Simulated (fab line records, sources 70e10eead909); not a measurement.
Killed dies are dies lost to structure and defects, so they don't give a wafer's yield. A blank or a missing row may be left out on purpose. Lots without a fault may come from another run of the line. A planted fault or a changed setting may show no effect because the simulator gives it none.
One fault seen from 2 desks | flow nand_harc | each desk has only its own numbers; what lay behind them comes last

THE TOOL OWNER'S DESK: pecvd_onon-01
The tool's own readings at NHARC_A_ONON_D1_DEP_06 (target thk 1000 nm): means of the sampled wafers that have a number, for each lot that ran on this tool. A lot is out of limits, marked OUT, if its mean lies more than 4 standard deviations from the usual mean; the brackets give that distance.
Columns: A = n2_flow_sccm at NHARC_A_ONON_D1_DEP_06, usual 2749 sccm; B = n2o_flow_sccm at NHARC_A_ONON_D1_DEP_06, usual 2000 sccm
lot  | first seen here | A    | B
L206 | day 8 05:27     | 2748 | 1997
L210 | day 8 17:26     | 2756 | 1995
L215 | day 10 06:19    | 2746 | 1995
L219 | day 11 14:29    | 2748 | 2003
L221 | day 11 22:52    | 2748 | 2001
This desk's finding: nothing out of limits on any of the 5 lots.

THE METROLOGY DESK
What the gauges read, lot by lot, whatever tool the lot ran on: means of the sampled wafers that have a number. A lot is out of limits, marked OUT, if its mean lies more than 4 standard deviations from the usual mean; the brackets give that distance.
Columns: A = thk_nm at NHARC_A_SOURCE_PLATE_THK_MEAS_06, usual 201.1 nm; B = thk_nm at NHARC_A_ONON_D1_THK_MEAS_08, usual 998 nm; C = thk_nm at NHARC_A_ONON_D1_THK_MEAS_11, usual 999 nm; D = thk_nm at NHARC_A_ONON_D1_THK_MEAS_34, usual 199.7 nm
lot  | first seen here | A     | B              | C    | D
L204 | day 7 19:42     | 201.4 | 994            | 999  | 200.8
L205 | day 8 00:32     | 200.0 | 1009           | 993  | 197.4
L206 | day 8 04:06     | 201.4 | 995            | 997  | 202.0
L207 | day 8 12:19     | 201.0 | 1011           | 1005 | 199.4
L209 | day 8 16:07     | 198.9 | 997            | 994  | 203.2
L210 | day 8 16:07     | 199.0 | 1011           | 1002 | 200.9
L212 | day 9 04:29     | 199.3 | 987            | 988  | 201.0
L215 | day 10 04:59    | 202.0 | 1021           | 1001 | 199.2
L219 | day 11 13:13    | 199.0 | 1556 (+56) OUT | -    | -
L221 | day 11 21:33    | 201.6 | 1562 (+56) OUT | -    | -
L222 | day 11 21:33    | 203.1 | 1010           | 997  | 197.4
L223 | day 12 07:22    | 204.5 | 1002           | 995  | 200.4
L225 | day 13 00:11    | 199.9 | 1001           | 999  | 198.1
L227 | day 13 15:40    | 204.4 | 995            | 1015 | 199.3
This desk's finding: out of limits on L219, L221; first on L219, day 11 14:59 (thk_nm at NHARC_A_ONON_D1_THK_MEAS_08). In limits: L204, L205, L206, L207, L209, L210, L212, L215, L222, L223, L225, L227.

PUT TOGETHER
The metrology desk could have raised an alarm at day 11 14:59, on L219, L221.
The tool owner's desk saw nothing out of limits.
The tool owner's desk has L219, L221 on record, within its limits.
Of the lots named, all ran NHARC_A_ONON_D1_DEP_06 on pecvd_onon-01.

WHAT THE SIMULATOR HAD PUT IN
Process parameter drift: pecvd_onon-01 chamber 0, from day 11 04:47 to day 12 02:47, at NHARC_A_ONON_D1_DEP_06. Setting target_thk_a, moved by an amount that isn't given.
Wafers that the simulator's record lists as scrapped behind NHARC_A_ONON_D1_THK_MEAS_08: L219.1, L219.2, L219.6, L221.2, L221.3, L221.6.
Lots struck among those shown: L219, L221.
Hours from the fault's start to each desk's first reading out of limits: the metrology desk, 10.
